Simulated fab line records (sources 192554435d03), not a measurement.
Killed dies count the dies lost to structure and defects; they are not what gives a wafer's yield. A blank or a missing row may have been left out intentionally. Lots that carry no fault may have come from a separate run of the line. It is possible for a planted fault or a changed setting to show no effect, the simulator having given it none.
Split-lot study    flow n5Finfet    21 wafers read across 7 lots, on a route 1938 steps long

ON THE SPLIT
At N5_MOL_CONTACT_COAG_ETCH_67 (etches SOC in N2/H2, target depth 60 nm, overetch 21 nm, time 101.2 s), the setting sourceW was moved away from the recipe's 840 W on 6 of the 21 wafers read, by -7.4% to +10.4%. All remaining wafers had this setting at the recipe value.

The reading is taken at the split's own step.

THE READING
rfVppV, in V, at N5_MOL_CONTACT_COAG_ETCH_67 (etches SOC in N2/H2, target depth 60 nm, overetch 21 nm, time 101.2 s). On this fab line, fault-free wafers typically give 524.7 V with a standard deviation of 2.4 V.

wafer   tool, chamber at the split  sourceW as run, W  against the recipe  rfVppV, V  against lot-mates on the recipe
L078.2  rieDiel-04, 1               840                recipe              525.3      -
L078.4  rieDiel-04, 2               840                recipe              523.2      -
L078.5  rieDiel-04, 0               777.7              -7.4%               536.6      +12.4
L080.1  rieDiel-05, 0               792.1              -5.7%               531.9      +6.5
L080.4  rieDiel-05, 3               840                recipe              527.6      -
L080.6  rieDiel-05, 0               840                recipe              523.1      -
L083.2  rieDiel-05, 2               927.6              +10.4%              508.0      -17.0
L083.3  rieDiel-05, 0               840                recipe              522.8      -
L083.6  rieDiel-05, 2               840                recipe              527.3      -
L084.1  rieDiel-05, 2               840                recipe              524.4      -
L084.3  rieDiel-05, 1               840                recipe              521.5      -
L084.4  rieDiel-05, 0               892                +6.2%               513.6      -9.4
L087.3  rieDiel-05, 0               796.1              -5.2%               531.4      +9.9
L087.4  rieDiel-05, 3               796.1              -5.2%               538.2      +16.7
L087.6  rieDiel-05, 0               840                recipe              521.5      -
L095.1  rieDiel-04, 0               840                recipe              522.2      -
L095.3  rieDiel-04, 3               840                recipe              525.8      -
L095.6  rieDiel-04, 1               840                recipe              526.3      -
L097.4  rieDiel-02, 0               840                recipe              520.7      -
L097.5  rieDiel-02, 3               840                recipe              524.2      -
L097.6  rieDiel-02, 0               840                recipe              519.7      -

FIT RESULTS
A straight line over all 21 wafers: rfVppV changes by -1.67 V for each +1% of sourceW; r = -0.93; the points scatter about the line by 2.5 V.
The same after taking each lot's own level away (the mean of its wafers on the recipe; 21 wafers): -1.73 V for each +1%; r = -0.94; scatter 2.5 V.
On that fit, the largest move of sourceW shifts the reading by 18 V.
From 521.50 to 525.35 V: that is the span of the lots' own levels, equal to 1.6 times the standard deviation above.
The two slopes agree, so the slope changes little with the lot-to-lot level.
Check: for one of the wafers moved furthest among these (+10.4%), held out of the fit, the line's prediction against its lot-mates is -18.3 V. It came out at -17 V against them.
Tool readings at the split's step, against how far the setting was moved: rfVppV r = -0.93.

OTHER SPLITS APPLIED TO THESE WAFERS
Note: prior to the reading, these wafers also went through further splits. Each is held against what the fit with the lots' levels taken away leaves over:
other split on the same wafers     wafers away from the commonest value  r with rfVppV (lot level and that fit taken away)
N5_SDB_ETCH_17 biasW               9                                     -0.07
N5_HKMG_FIN_NWFM_ALD_20 aldCycles  4                                     -0.16
N5_GATE_CUT_COAT_27 spinRpm        7                                     +0.05
N5_GATE_CUT_DESCUM_18 timeS        6                                     +0.20

FILE'S OWN FIT
rfVppV changes by -1.66 V for each +1% of sourceW, r = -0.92.
